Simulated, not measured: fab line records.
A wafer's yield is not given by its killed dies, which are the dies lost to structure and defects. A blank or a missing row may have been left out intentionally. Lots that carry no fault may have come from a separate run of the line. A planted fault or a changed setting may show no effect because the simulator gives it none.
Matching of chambers ; flow n5-finfet ; N5_BEOL_M10_ETCH_66 on rie-diel-04 has 4 sister chambers
The step etches SOC in N2/H2, target depth 120 nm, overetch 24 nm, time 180 s. 7 wafers are shown with their chamber, then 7 later ones without.

## WAFERS, EACH WITH ITS CHAMBER
wafer;chamber;showerhead-plenum-p-Torr (Torr);drypump-motor-current-A (A)
L783.4;1;2.61;5.4
L785.5;0;2.50;6.0
L786.1;2;2.50;6.2
L786.3;3;2.60;5.4
L786.4;3;2.60;5.3
L790.3;0;2.49;6.0
L790.5;1;2.61;5.4

## WAFERS MISSING THEIR CHAMBER
wafer;showerhead-plenum-p-Torr (Torr);drypump-motor-current-A (A)
L790.6;2.49;6.0
L802.1;2.49;6.3
L802.2;2.59;5.3
L802.6;2.48;6.0
L803.1;2.58;5.3
L803.4;2.59;5.3
L803.6;2.48;6.0

## THE CHAMBER EACH PASSED THROUGH
wafer;from the rows above;in truth
L790.6;0;0
L802.1;2;2
L802.2;3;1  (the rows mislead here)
L802.6;0;0
L803.1;3;3
L803.4;3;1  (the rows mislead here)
L803.6;0;0
Placed correctly: 5 of 7. Number that these rows cannot place: 0. 2 placed wrongly.
How it was worked out, from the rows above alone: a wafer's distance from a chamber is the root of the sum, over the readings, of the square of ((its reading less the chamber's mean) divided by the reading's scatter). If the next closest chamber is less than 2 further off than the closest, the wafer can't be placed; otherwise it belongs to the closest. For every chamber, the mean is computed from those of its wafers that are shown. The scatter is the square root of a quotient: the sum, over the shown wafers, of each reading's squared deviation from its chamber's mean, divided by wafers minus chambers.
